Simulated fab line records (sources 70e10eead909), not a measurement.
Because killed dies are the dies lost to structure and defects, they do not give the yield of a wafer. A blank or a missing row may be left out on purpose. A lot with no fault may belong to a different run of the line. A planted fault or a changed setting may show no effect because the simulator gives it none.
Chamber matching -- flow nand_harc -- NHARC_P_GATE_DEP_103 on pecvd-04 has 3 sister chambers
The step deposits SiON, target thk 30 nm. 6 wafers are shown with their chamber, then 7 later ones without.

WAFERS PAIRED WITH THEIR CHAMBERS
wafer,chamber,heater_power_w (W)
L128.2,2,669
L130.1,2,661
L130.2,1,811
L130.4,0,808
L129.2,1,770
L129.4,0,761

WAFERS WHOSE CHAMBER IS MISSING
wafer,heater_power_w (W)
L129.6,803
L134.1,780
L134.4,793
L134.5,783
L135.1,719
L135.4,729
L135.6,775

WHICH CHAMBER EACH ONE RAN IN
wafer,from the rows above,in truth
L129.6,can't be placed: 1 or 0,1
L134.1,can't be placed: 0 or 1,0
L134.4,can't be placed: 1 or 0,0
L134.5,can't be placed: 0 or 1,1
L135.1,can't be placed: 2 or 0 or 1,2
L135.4,can't be placed: 0 or 1 or 2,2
L135.6,can't be placed: 0 or 1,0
0 of 7 placed correctly. Can't be placed from these rows: 7 (the true chamber is among the candidates in 7). 0 placed wrongly.
How it was worked out, from the rows above alone: a wafer's distance from a chamber is the root of the sum, over the readings, of the square of ((its reading less the chamber's mean) divided by the reading's scatter). If the next closest chamber is less than 2 further off than the closest, the wafer can't be placed; otherwise it belongs to the closest. For every chamber, the mean is computed from those of its wafers that are shown. The scatter: the root of (the sum of the squares of (reading less its chamber's mean) over the shown wafers, divided by (wafers less chambers)).
